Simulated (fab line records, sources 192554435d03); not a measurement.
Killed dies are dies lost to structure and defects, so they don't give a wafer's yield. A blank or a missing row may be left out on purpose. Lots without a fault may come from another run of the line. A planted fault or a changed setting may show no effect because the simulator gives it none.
Which tool did it? | flow n5_finfet | 19 lots, 57 wafers sampled, at 1 step of a route of 1938

WHAT THE GAUGES READ, wafer by wafer
N5_BEOL_M8_OVL_MEAS_12.
lot  | measured     | on         | M8_OVL (nm)
L076 | day 9 12:29  | overlay-02 | 1.2 1.3 2.1
L075 | day 9 14:14  | overlay-01 | -0.3 0.3 -0.4
L077 | day 9 20:41  | overlay-02 | 0.0 0.3 0.2
L078 | day 9 22:05  | overlay-01 | -0.1 0.2 0.7
L079 | day 10 03:18 | overlay-02 | 1.7 0.8 0.9
L080 | day 10 06:08 | overlay-01 | 0.0 0.3 0.5
L082 | day 10 08:57 | overlay-01 | 0.6 0.5 0.1
L083 | day 10 14:28 | overlay-01 | 0.3 0.4 0.4
L084 | day 10 22:26 | overlay-02 | 0.1 -0.1 1.1
L088 | day 14 04:13 | overlay-01 | 0.8 0.4 1.8
L095 | day 14 09:41 | overlay-02 | 1.2 0.5 0.8
L094 | day 14 10:15 | overlay-02 | 0.4 0.7 0.8
L090 | day 14 14:35 | overlay-01 | 0.0 -0.2 1.0
L089 | day 14 23:33 | overlay-02 | 0.2 0.2 0.2
L091 | day 15 09:52 | overlay-01 | -1.0 -0.7 -0.1
L087 | day 15 17:31 | overlay-01 | 0.9 0.9 -0.3
L093 | day 15 18:10 | overlay-02 | 0.8 0.1 -0.3
L096 | day 15 21:23 | overlay-02 | 2.1 1.4 0.8
L097 | day 16 10:16 | overlay-01 | 0.8 0.7 1.0

WHICH TOOL RAN EACH LOT (tool, then ch and the chambers of the sampled wafers, then the start)
The record holds no process step before these readings.

WHAT THE TOOLS THEMSELVES READ (means of the sampled wafers that have a number; where no wafer has one, the mark that the record gives instead)
The record holds no such reading with a usual standard deviation.

THE ANSWER, worked out from the rows above alone
Rule: what is usual is taken from the lots themselves. Put in order of their means at a reading, lots are off if they are a third of the lots or fewer, leave a main group of 4 or more, and stand apart from it by a gap of 3 or more times the standard deviation of the main group's means; of several such gaps the widest counts. A main group whose means are all the same, to the digits that the tables above print for the reading, isn't used. A lot without any number at a reading at which 4 lots or more have one is off too. The other lots that the step has rows for count as sound. The gauges are gone through in route order, then the tools' own readings, and for those a lot's mean is taken as printed above. The first step at which some lot is off is used, and at that step the reading that is off furthest; a lot without a number counts as furthest.
No lot is off at any reading shown: from this, nothing can be told.

WHAT THE SIMULATOR HAD PUT IN
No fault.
